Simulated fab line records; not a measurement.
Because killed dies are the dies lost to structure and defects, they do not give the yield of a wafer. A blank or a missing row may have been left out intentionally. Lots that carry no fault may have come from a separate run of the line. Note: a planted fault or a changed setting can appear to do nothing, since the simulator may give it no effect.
Chamber matching / flow n5 finfet / rie diel-03 running N5_PMOS_HMC_CHANNEL_EPI_HM_OPEN_15: 4 sister chambers
The step chemistry CHF3/O2, target SiO2, target depth 40.6 nm, time 20.3 s. 4 wafers are shown with their chamber, then 10 later ones without.

## WAFERS PAIRED WITH THEIR CHAMBERS
wafer=L086.2; chamber=3; showerhead plenum p Torr (Torr)=2.24
wafer=L086.4; chamber=1; showerhead plenum p Torr (Torr)=2.51
wafer=L089.1; chamber=0; showerhead plenum p Torr (Torr)=2.48
wafer=L089.2; chamber=2; showerhead plenum p Torr (Torr)=2.51

## WAFERS MISSING THEIR CHAMBER
wafer=L089.3; showerhead plenum p Torr (Torr)=2.24
wafer=L089.4; showerhead plenum p Torr (Torr)=2.24
wafer=L089.5; showerhead plenum p Torr (Torr)=2.51
wafer=L089.6; showerhead plenum p Torr (Torr)=2.48
wafer=L091.4; showerhead plenum p Torr (Torr)=2.24
wafer=L091.5; showerhead plenum p Torr (Torr)=2.51
wafer=L091.6; showerhead plenum p Torr (Torr)=2.48
wafer=L097.1; showerhead plenum p Torr (Torr)=2.50
wafer=L097.4; showerhead plenum p Torr (Torr)=2.23
wafer=L097.5; showerhead plenum p Torr (Torr)=2.50

## CHAMBER TAKEN BY EACH
wafer=L089.3; from the rows above=3; in truth=3
wafer=L089.4; from the rows above=3; in truth=3
wafer=L089.5; from the rows above=can't be placed: 1 or 2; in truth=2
wafer=L089.6; from the rows above=0; in truth=0
wafer=L091.4; from the rows above=3; in truth=3
wafer=L091.5; from the rows above=can't be placed: 1 or 2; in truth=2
wafer=L091.6; from the rows above=0; in truth=0
wafer=L097.1; from the rows above=can't be placed: 1 or 2 or 0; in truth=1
wafer=L097.4; from the rows above=3; in truth=3
wafer=L097.5; from the rows above=can't be placed: 1 or 2 or 0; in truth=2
Correct placement for 6 of the 10. Can't be placed from these rows: 4 (the true chamber is among the candidates in 4). Wrongly placed: 0.
How it was worked out, from the rows above alone: a wafer's distance from a chamber is the root of the sum, over the readings, of the square of ((its reading less the chamber's mean) divided by the reading's scatter). If the next closest chamber is less than 2 further off than the closest, the wafer can't be placed; otherwise it belongs to the closest. The mean given for a chamber averages the wafers shown for that chamber. The scatter: with one shown wafer a chamber, the root of the mean of the squares of how far each hidden wafer lies from its nearest shown one.
